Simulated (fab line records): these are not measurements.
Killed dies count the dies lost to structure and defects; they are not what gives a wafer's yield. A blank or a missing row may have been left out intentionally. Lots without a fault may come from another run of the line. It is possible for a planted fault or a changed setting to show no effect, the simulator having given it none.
Matching of chambers ; flow n5-finfet ; ald-sin-02 running N5_FIN_SAQP_SPACER1_ALD_24: 4 sister chambers
The step deposits SiO2, target thk 20.3 nm, pulse time 1 s, purge time 2 s. 8 wafers are shown with their chamber, then 8 later ones without.

== EACH WAFER AND ITS CHAMBER ==
wafer;chamber;heater-power-w (W);precursor-pulse-height-rel
L084.3;3;505;0.987
L084.6;1;452;1.058
L085.5;3;524;1.006
L085.6;2;472;0.978
L086.3;2;478;1.018
L086.4;1;455;0.947
L086.5;0;499;1.001
L087.1;0;493;1.024

== WAFERS WITH NO CHAMBER GIVEN ==
wafer;heater-power-w (W);precursor-pulse-height-rel
L087.4;458;0.998
L087.5;485;1.008
L088.2;518;0.970
L088.3;504;1.020
L088.5;464;1.005
L096.1;462;0.993
L096.3;462;1.006
L096.4;521;0.997

== CHAMBER TAKEN BY EACH ==
wafer;from the rows above;in truth
L087.4;can't be placed: 1 or 2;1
L087.5;can't be placed: 2 or 0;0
L088.2;3;3
L088.3;can't be placed: 0 or 3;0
L088.5;can't be placed: 1 or 2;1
L096.1;can't be placed: 1 or 2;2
L096.3;can't be placed: 1 or 2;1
L096.4;3;3
Correct placement for 2 of the 8. Cannot be placed on the basis of these rows: 6; the candidates contain the true chamber in 6. Number placed wrongly: 0.
How it was worked out, from the rows above alone: a wafer's distance from a chamber is the root of the sum, over the readings, of the square of ((its reading less the chamber's mean) divided by the reading's scatter). If the next closest chamber is less than 2 further off than the closest, the wafer can't be placed; otherwise it belongs to the closest. Each chamber's mean is taken over the wafers shown for it. The scatter: take each reading less its chamber's mean, square it, sum over the shown wafers, divide by the number of wafers less the number of chambers, and take the root.
